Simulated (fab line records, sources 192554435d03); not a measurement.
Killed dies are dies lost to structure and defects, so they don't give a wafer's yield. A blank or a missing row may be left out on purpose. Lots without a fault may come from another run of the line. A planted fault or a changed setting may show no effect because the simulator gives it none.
Chamber matching | flow n5_finfet | N5_BEOL_M7_ETCH_65 on rie_diel-01: 4 sister chambers
The step etches SiARC in CF4, target depth 15.6 nm, time 26 s. 16 wafers are shown with their chamber, then 8 later ones without.

WAFERS WITH THEIR CHAMBER
wafer  | chamber | drypump_motor_current_A (A) | showerhead_plenum_p_Torr (Torr) | throttle_valve_pct (%)
L076.1 | 2       | 5.4                         | 2.09                            | 15.43
L076.3 | 3       | 5.2                         | 2.17                            | 15.67
L076.4 | 1       | 5.5                         | 2.16                            | 15.15
L077.2 | 2       | 5.4                         | 2.09                            | 15.44
L077.3 | 3       | 5.2                         | 2.16                            | 15.68
L077.6 | 0       | 6.7                         | 2.24                            | 15.46
L080.1 | 3       | 5.2                         | 2.16                            | 15.71
L080.2 | 1       | 5.5                         | 2.16                            | 15.16
L080.6 | 0       | 6.7                         | 2.24                            | 15.46
L091.1 | 1       | 5.5                         | 2.15                            | 15.21
L091.2 | 0       | 6.7                         | 2.24                            | 15.52
L091.4 | 3       | 5.2                         | 2.16                            | 15.71
L093.1 | 0       | 6.7                         | 2.23                            | 15.51
L093.2 | 1       | 5.5                         | 2.15                            | 15.21
L093.3 | 3       | 5.2                         | 2.15                            | 15.73
L093.4 | 2       | 5.3                         | 2.08                            | 15.49

SIGNATURES (means of the wafers above)
reading                  | chamber 0 | chamber 1 | chamber 2 | chamber 3 | scatter within a chamber
drypump_motor_current_A  | 6.700     | 5.500     | 5.367     | 5.200     | 0.0236
showerhead_plenum_p_Torr | 2.2375    | 2.1550    | 2.0867    | 2.1600    | 0.00607
throttle_valve_pct       | 15.4875   | 15.1825   | 15.4533   | 15.7000   | 0.0297
Rule: a wafer's distance from a chamber is the root of the sum, over the readings, of the square of ((its reading less the chamber's mean) divided by the reading's scatter). The wafer belongs to the nearest chamber; if the next one is less than 2 further off, it can't be placed. The scatter: the root of (the sum of the squares of (reading less its chamber's mean) over the shown wafers, divided by (wafers less chambers)).

WAFERS WITHOUT THEIR CHAMBER
wafer  | drypump_motor_current_A (A) | showerhead_plenum_p_Torr (Torr) | throttle_valve_pct (%)
L093.5 | 5.2                         | 2.15                            | 15.73
L093.6 | 5.3                         | 2.08                            | 15.48
L092.2 | 6.7                         | 2.23                            | 15.51
L092.3 | 5.4                         | 2.08                            | 15.50
L092.4 | 5.2                         | 2.15                            | 15.73
L094.2 | 5.3                         | 2.08                            | 15.50
L094.3 | 5.2                         | 2.15                            | 15.75
L094.5 | 5.3                         | 2.08                            | 15.49

WHICH CHAMBER EACH WENT THROUGH
wafer  | from the rows above | in truth
L093.5 | 3                   | 3
L093.6 | 2                   | 2
L092.2 | 0                   | 0
L092.3 | 2                   | 2
L092.4 | 3                   | 3
L094.2 | 2                   | 2
L094.3 | 3                   | 3
L094.5 | 2                   | 2
Placed correctly: 8 of 8. Can't be placed from these rows: 0. Placed wrongly: 0.
